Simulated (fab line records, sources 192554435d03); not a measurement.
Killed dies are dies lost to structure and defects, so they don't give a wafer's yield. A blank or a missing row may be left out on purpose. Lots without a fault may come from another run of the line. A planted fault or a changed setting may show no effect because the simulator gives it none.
Split-lot experiment | flow n5_finfet | 7 lots, 21 wafers read, on a route of 1938 steps

THE SPLIT
At N5_PASSIVATION_EXPOSE_07 (exposes mask TV, defocus 0 nm, target cd 3000 nm), the setting dose_mj was moved away from the recipe's 22.75 on 5 of the 21 wafers read, by -3.8% to +7.3%. The other wafers ran this setting at the recipe's value.

FROM THE SPLIT TO THE READING: what the file shows between them, 3 steps
- N5_PASSIVATION_PEB_08
- N5_PASSIVATION_DEVELOP_09: develop time 60 s
- N5_PASSIVATION_HARDBAKE_11: time 120 s

THE READING
cd_nm, in nm, at N5_PASSIVATION_CD_MEAS_10 (target cd 3000 nm). Fault-free wafers of this fab line usually give 3000.8 nm, standard deviation 2.8 nm.

wafer  | tool, chamber at the split | dose_mj as run | against the recipe | cd_nm, nm | against lot-mates on the recipe
L077.1 | krf_scanner-02, 0          | 22.75          | recipe             | 2997.2    | -
L077.4 | krf_scanner-02, 0          | 22.75          | recipe             | 2995.9    | -
L077.5 | krf_scanner-02, 0          | 22.75          | recipe             | 2997.6    | -
L081.1 | krf_scanner-02, 0          | 22.75          | recipe             | 3004.3    | -
L081.3 | krf_scanner-02, 0          | 22.75          | recipe             | 3001.6    | -
L081.6 | krf_scanner-02, 0          | 22.75          | recipe             | 3000.1    | -
L084.1 | krf_scanner-02, 0          | 22.75          | recipe             | 3002.9    | -
L084.4 | krf_scanner-02, 0          | 24.42          | +7.3%              | 3015.7    | +12.8
L084.6 | krf_scanner-02, 0          | 24.42          | +7.3%              | 3017.2    | +14.3
L083.1 | krf_scanner-02, 0          | 21.97          | -3.4%              | 2989.3    | -8.6
L083.2 | krf_scanner-02, 0          | 22.75          | recipe             | 2997.9    | -
L083.4 | krf_scanner-02, 0          | 21.97          | -3.4%              | 2994.3    | -3.6
L089.3 | krf_scanner-01, 0          | 21.88          | -3.8%              | 2996.1    | -5.8
L089.4 | krf_scanner-01, 0          | 22.75          | recipe             | 3002.3    | -
L089.5 | krf_scanner-01, 0          | 22.75          | recipe             | 3001.6    | -
L093.1 | krf_scanner-02, 0          | 22.75          | recipe             | 3001.7    | -
L093.5 | krf_scanner-02, 0          | 22.75          | recipe             | 3004.2    | -
L093.6 | krf_scanner-02, 0          | 22.75          | recipe             | 2998.3    | -
L095.4 | krf_scanner-02, 0          | 22.75          | recipe             | 3003.2    | -
L095.5 | krf_scanner-02, 0          | 22.75          | recipe             | 3001.8    | -
L095.6 | krf_scanner-02, 0          | 22.75          | recipe             | 3000.4    | -

THE FIT
A straight line over all 21 wafers: cd_nm changes by +2.12 nm for each +1% of dose_mj; r = +0.91; the points scatter about the line by 2.6 nm.
The same after taking each lot's own level away (the mean of its wafers on the recipe; 21 wafers): +1.8 nm for each +1%; r = +0.95; scatter 1.6 nm.
On that fit, the largest move of dose_mj shifts the reading by 13 nm.
The lots' own levels span 2996.90 to 3002.90 nm, that is 2.1 times the standard deviation above.
So the lot-to-lot level changes the slope: the two fits differ.
Check: with one of the wafers moved furthest among these (+7.3%) left out of the fit, the line predicts +13.6 nm for it against its lot-mates. It came out at +12.8 nm against them.

OTHER SPLITS ON THESE WAFERS
These wafers also went through other splits before the reading. Each is held against what the fit with the lots' levels taken away leaves over:
other split on the same wafers | wafers away from the commonest value | r with cd_nm (lot level and that fit taken away)
N5_BEOL_M15_PEB_26 peb_temp_c  | 6                                    | -0.06

THE WHOLE CHAIN: every reading that the file lists as answering this split, in the file's order
step                      | what it does             | reading                                                         | change (the file's fit)              | r (the file's)
N5_PASSIVATION_CD_MEAS_10 | target cd 3000 nm        | cd_nm                                                           | +1.78 nm for each +1% of the setting | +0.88
N5_PASSIVATION_DESCUM_12  | chemistry O2, time 7.9 s | TV_LITHO.cd_nm (the simulator's own value, which no gauge read) | +1.83 nm for each +1% of the setting | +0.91

THE FILE'S OWN FIT
cd_nm changes by +1.78 nm for each +1% of dose_mj, r = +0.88.
